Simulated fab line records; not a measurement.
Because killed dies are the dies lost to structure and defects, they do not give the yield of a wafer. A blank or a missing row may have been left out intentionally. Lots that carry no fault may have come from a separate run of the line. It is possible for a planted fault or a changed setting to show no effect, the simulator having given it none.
A sampling plan put to the test -- flow n5Finfet -- one fab line, 38 faults that these records tell of, each judged on the records of the lots that it struck; 1 more is left out, because the records don't allow judging it
The plan is the line's own looks: the steps of the route at which a gauge or an inspection reads the wafer and doesn't change it. Where struck wafers have a number at a look and the file lists that look's usual mean and standard deviation on fault-free wafers, the look can be judged. Caught: the struck wafers' mean, at a look after the fault's first step, is 4 or more of those standard deviations (sigma) away from the usual mean. On the tool: here the same test is run on the tool's own readings at the fault's steps. A different recipe on the struck wafers counts as caught too, as does a record blank only for those wafers.

== THE FAULTS, as the simulator had put them in ==
1. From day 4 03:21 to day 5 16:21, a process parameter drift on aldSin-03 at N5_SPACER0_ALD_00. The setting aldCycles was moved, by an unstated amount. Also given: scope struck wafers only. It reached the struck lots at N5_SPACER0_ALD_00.
2. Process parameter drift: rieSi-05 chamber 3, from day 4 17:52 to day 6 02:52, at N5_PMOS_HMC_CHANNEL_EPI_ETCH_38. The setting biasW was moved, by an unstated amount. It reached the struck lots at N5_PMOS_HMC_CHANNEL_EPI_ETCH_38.
3. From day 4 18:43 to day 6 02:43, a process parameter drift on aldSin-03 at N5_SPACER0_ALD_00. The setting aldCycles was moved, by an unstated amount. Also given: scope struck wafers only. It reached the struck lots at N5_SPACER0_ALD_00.
4. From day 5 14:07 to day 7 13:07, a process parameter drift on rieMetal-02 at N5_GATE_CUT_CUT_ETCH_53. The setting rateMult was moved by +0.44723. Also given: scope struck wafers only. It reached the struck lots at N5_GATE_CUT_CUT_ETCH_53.
5. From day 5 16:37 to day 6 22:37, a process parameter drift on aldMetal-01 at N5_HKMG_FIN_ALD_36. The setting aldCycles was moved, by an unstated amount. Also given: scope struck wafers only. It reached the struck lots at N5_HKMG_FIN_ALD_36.
6. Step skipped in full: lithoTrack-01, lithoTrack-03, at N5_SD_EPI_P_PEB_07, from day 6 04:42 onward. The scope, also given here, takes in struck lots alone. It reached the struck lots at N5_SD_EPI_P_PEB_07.
7. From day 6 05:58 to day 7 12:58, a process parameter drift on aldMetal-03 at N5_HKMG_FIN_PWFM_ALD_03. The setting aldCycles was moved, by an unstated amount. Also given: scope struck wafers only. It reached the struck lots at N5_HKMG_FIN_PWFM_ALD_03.
8. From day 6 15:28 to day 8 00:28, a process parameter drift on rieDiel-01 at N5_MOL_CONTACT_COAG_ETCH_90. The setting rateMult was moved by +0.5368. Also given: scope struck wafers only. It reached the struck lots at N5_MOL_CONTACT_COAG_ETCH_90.
9. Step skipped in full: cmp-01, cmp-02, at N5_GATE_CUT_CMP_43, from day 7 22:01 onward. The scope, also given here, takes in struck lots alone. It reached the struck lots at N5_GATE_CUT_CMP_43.
10. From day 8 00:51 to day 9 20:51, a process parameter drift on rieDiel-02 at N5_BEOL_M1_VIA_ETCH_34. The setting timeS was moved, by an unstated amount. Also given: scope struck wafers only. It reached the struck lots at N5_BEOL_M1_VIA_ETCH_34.
11. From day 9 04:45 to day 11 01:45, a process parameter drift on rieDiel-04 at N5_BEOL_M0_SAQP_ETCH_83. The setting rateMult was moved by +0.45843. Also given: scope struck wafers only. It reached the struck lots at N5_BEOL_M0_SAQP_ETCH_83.
12. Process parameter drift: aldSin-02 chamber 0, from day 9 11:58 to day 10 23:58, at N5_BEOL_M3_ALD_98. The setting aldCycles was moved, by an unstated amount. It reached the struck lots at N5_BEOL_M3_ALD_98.
13. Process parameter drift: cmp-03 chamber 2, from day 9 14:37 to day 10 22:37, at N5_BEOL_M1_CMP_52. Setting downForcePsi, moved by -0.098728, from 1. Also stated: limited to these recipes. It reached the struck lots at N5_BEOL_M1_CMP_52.
14. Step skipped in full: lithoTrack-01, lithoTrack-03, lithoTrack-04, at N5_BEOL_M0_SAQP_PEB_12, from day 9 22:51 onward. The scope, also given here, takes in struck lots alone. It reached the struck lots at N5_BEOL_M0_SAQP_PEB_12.
15. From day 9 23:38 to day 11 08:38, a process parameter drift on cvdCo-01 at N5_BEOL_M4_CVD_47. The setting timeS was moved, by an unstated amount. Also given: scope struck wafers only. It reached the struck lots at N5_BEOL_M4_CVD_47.
16. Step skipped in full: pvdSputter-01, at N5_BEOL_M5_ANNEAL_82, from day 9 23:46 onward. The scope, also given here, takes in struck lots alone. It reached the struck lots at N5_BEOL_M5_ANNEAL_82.
17. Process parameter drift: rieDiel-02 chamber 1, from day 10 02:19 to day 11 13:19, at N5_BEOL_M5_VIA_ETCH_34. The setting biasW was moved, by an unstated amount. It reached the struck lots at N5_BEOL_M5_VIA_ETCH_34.
18. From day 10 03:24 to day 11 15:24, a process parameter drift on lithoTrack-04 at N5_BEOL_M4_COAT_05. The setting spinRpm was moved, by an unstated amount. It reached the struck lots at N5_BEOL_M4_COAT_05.
19. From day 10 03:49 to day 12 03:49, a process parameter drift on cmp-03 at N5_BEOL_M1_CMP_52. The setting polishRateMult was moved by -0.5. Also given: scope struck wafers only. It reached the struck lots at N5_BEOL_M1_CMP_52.
20. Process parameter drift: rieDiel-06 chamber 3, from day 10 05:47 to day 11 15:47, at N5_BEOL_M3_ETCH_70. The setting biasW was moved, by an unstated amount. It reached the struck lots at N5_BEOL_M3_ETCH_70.
21. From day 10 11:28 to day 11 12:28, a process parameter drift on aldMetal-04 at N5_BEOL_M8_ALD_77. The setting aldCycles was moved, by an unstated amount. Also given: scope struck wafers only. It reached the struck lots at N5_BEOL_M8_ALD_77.
22. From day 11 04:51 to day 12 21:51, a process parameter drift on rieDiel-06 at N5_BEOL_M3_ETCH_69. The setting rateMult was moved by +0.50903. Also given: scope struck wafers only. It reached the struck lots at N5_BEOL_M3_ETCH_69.
23. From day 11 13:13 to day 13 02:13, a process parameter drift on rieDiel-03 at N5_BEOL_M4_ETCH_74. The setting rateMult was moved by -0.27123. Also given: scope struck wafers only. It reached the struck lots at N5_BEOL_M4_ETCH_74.
24. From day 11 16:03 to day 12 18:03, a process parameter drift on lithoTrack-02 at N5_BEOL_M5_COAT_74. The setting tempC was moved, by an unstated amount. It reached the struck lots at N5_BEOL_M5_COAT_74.
25. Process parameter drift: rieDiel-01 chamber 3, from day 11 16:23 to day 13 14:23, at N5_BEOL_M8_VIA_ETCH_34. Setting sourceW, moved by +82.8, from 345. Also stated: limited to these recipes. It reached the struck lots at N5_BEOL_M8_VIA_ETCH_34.
26. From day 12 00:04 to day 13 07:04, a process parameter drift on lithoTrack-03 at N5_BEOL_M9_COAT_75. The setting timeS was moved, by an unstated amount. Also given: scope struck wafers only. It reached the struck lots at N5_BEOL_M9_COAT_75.
27. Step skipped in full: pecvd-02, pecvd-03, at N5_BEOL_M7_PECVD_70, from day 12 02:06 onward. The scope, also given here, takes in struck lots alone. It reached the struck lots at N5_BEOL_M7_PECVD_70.
28. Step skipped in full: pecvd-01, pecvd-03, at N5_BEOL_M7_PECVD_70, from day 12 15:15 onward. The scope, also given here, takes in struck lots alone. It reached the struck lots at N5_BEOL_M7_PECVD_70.
29. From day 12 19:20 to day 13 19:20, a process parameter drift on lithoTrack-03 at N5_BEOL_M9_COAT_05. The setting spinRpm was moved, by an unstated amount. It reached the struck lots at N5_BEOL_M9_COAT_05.
30. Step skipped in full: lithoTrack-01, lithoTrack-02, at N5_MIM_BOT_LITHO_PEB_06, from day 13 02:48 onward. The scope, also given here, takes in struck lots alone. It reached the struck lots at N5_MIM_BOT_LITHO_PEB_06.
31. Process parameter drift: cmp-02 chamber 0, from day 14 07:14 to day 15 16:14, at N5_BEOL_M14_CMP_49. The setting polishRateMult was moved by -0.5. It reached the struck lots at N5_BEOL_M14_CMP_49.
32. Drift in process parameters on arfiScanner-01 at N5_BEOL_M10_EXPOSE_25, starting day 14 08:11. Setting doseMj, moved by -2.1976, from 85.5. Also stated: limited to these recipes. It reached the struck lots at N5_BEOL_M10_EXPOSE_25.
33. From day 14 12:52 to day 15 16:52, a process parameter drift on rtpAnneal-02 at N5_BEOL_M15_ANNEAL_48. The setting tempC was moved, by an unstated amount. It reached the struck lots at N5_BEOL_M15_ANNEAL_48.
34. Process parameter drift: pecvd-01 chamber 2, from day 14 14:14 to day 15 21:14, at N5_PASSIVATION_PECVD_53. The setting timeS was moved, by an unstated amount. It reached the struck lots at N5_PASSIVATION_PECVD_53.
35. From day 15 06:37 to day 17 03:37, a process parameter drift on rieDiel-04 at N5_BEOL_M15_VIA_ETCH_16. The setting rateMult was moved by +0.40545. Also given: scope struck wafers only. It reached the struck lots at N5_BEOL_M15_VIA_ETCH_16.
36. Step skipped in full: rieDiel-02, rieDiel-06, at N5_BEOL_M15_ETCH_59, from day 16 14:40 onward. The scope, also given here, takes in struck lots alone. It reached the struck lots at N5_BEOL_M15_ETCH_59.
37. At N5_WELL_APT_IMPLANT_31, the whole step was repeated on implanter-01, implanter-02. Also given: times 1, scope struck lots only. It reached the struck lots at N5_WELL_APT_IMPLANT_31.
38. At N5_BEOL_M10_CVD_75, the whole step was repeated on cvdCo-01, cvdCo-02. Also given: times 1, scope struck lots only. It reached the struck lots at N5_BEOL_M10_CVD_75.

== WHAT THE PLAN SAW ==
fault,on the tool itself,first look that catches it,"reading, sigma",median hours from its first step to that look,hours from the fault's start to the first struck lot there,judged looks passed uncaught
1,under 2 sigma,none of the 2 looks that can be judged after it,-,-,-,2
2,biasW +21 sigma,no look after it can be judged,-,-,-,0
3,under 2 sigma,no look after it can be judged,-,-,-,0
4,etchRfOnTimeS -19 sigma,no look after it can be judged,-,-,-,0
5,under 2 sigma,no look after it can be judged,-,-,-,0
6,the tool's record is blank for the struck wafers,no look after it can be judged,-,-,-,0
7,under 2 sigma,no look after it can be judged,-,-,-,0
8,etchRfOnTimeS -14 sigma,no look after it can be judged,-,-,-,0
9,the tool's record is blank for the struck wafers,no look after it can be judged,-,-,-,0
10,runLengthS -18 sigma,none of the 2 looks that can be judged after it,-,-,-,2
11,etchRfOnTimeS -13 sigma,not the one look that can be judged after it,-,-,-,1
12,under 2 sigma,not the one look that can be judged after it,-,-,-,1
13,headPressurePsi -46 sigma,not the one look that can be judged after it,-,-,-,1
14,the tool's record is blank for the struck wafers,no look after it can be judged,-,-,-,0
15,runLengthS +99 or beyond sigma,not the one look that can be judged after it,-,-,-,1
16,the tool's record is blank for the struck wafers,no look after it can be judged,-,-,-,0
17,biasW -40 sigma,not the one look that can be judged after it,-,-,-,1
18,spinSpeedRpm +99 or beyond sigma,none of the 2 looks that can be judged after it,-,-,-,2
19,overpolishRunS -99 or beyond sigma,N5_BEOL_M1_THK_MEAS_53,M1_THK +74,0.2,2,0
20,biasW +99 or beyond sigma,not the one look that can be judged after it,"strongest: SS_N at N5_BEOL_M4_RC_MEAS_101, +2.3",-,-,1
21,under 2 sigma,no look after it can be judged,-,-,-,0
22,etchRfOnTimeS -15 sigma,not the one look that can be judged after it,"strongest: ION_P at N5_BEOL_M4_RC_MEAS_101, -2.2",-,-,1
23,etchRfOnTimeS +12 sigma,not the one look that can be judged after it,-,-,-,1
24,plateTempC +78 sigma,no look after it can be judged,-,-,-,0
25,rfFwdPowerW +59 sigma,no look after it can be judged,-,-,-,0
26,runLengthS +43 sigma,no look after it can be judged,-,-,-,0
27,the tool's record is blank for the struck wafers,no look after it can be judged,-,-,-,0
28,the tool's record is blank for the struck wafers,no look after it can be judged,-,-,-,0
29,spinSpeedRpm +56 sigma,no look after it can be judged,-,-,-,0
30,no reading that can be judged,no look after it can be judged,-,-,-,0
31,overpolishRunS -99 or beyond sigma,N5_BEOL_M14_THK_MEAS_50,M14_THK +41,0.3,2,0
32,exposureDoseMJCm2 -21 sigma,no look after it can be judged,-,-,-,0
33,wafer_temp_C_max -17 sigma,no look after it can be judged,-,-,-,0
34,runLengthS -99 or beyond sigma,no look after it can be judged,-,-,-,0
35,oesProductAu +6.4 sigma,no look after it can be judged,-,-,-,0
36,no reading that can be judged,no look after it can be judged,-,-,-,0
37,under 2 sigma,no look after it can be judged,-,-,-,0
38,no reading that can be judged,not the one look that can be judged after it,-,-,-,1
A dash: the fault is not caught, or the number is missing from these records.

Caught at a look: 2 of 38. Caught on the tool: 28 of 38. By one or the other: 28 of 38.
Faults caught by the tool alone: 2, 4, 6, 8, 9, 10, 11, 13, 14, 15, 16, 17, 18, 20, 22, 23, 24, 25, 26, 27, 28, 29, 32, 33, 34, 35.
Caught by neither: faults 1, 3, 5, 7, 12, 21, 30, 36, 37, 38.

== THINNER SAMPLING ==
In the worst case, this is how late the first struck lot would be measured if the look that catches a fault measured only every second or every third lot, by lot number:
fault,"struck lots at that look, in order of time",every lot,every second lot,every third lot
19,L228,2 h,may miss it,may miss it
31,"L369, L375",2 h,may miss all 2,may miss all 2
Hours are from the fault's start to the first struck lot that is measured. The test against the limit of 4 sigma pooled every struck wafer, which means one lot taken alone may stay below that limit. Other struck lots may not be in these records.

== THE LONGEST TIMED WAY FROM STEP TO LOOK ==
Fault 31: the median time between N5_BEOL_M14_CMP_49 and N5_BEOL_M14_THK_MEAS_50 is 0.3 hours. No look between them can be judged.
